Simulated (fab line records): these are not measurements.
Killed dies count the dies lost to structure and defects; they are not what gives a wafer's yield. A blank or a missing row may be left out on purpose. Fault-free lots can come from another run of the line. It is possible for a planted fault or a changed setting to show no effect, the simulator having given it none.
Chamber matching    flow n5Finfet    N5_BEOL_M7_ETCH_72 on rieDiel-06: 4 sister chambers
The step etches underlayer in N2/H2, target depth 6.5 nm, time 5.2 s. 4 wafers are shown with their chamber, then 8 later ones without.

## WAFERS PAIRED WITH THEIR CHAMBERS
wafer   chamber  drypumpMotorCurrentA (A)
L085.2  2        6.7
L091.4  0        6.5
L091.5  3        5.5
L092.1  1        5.8

## WAFERS MISSING THEIR CHAMBER
wafer   drypumpMotorCurrentA (A)
L092.2  6.8
L092.3  6.5
L094.2  5.8
L094.3  6.7
L094.4  6.4
L096.2  5.6
L096.3  6.5
L096.5  5.8

## THE CHAMBER EACH PASSED THROUGH
wafer   from the rows above      in truth
L092.2  2                        2
L092.3  0                        0
L094.2  1                        1
L094.3  2                        2
L094.4  0                        0
L096.2  can't be placed: 3 or 1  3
L096.3  0                        0
L096.5  1                        1
Placed correctly: 7 of 8. Cannot be placed on the basis of these rows: 1; the candidates contain the true chamber in 1. Wrongly placed: 0.
How it was worked out, from the rows above alone: a wafer's distance from a chamber is the root of the sum, over the readings, of the square of ((its reading less the chamber's mean) divided by the reading's scatter). If the next closest chamber is less than 2 further off than the closest, the wafer can't be placed; otherwise it belongs to the closest. For every chamber, the mean is computed from those of its wafers that are shown. The scatter: with one shown wafer a chamber, the root of the mean of the squares of how far each hidden wafer lies from its nearest shown one.
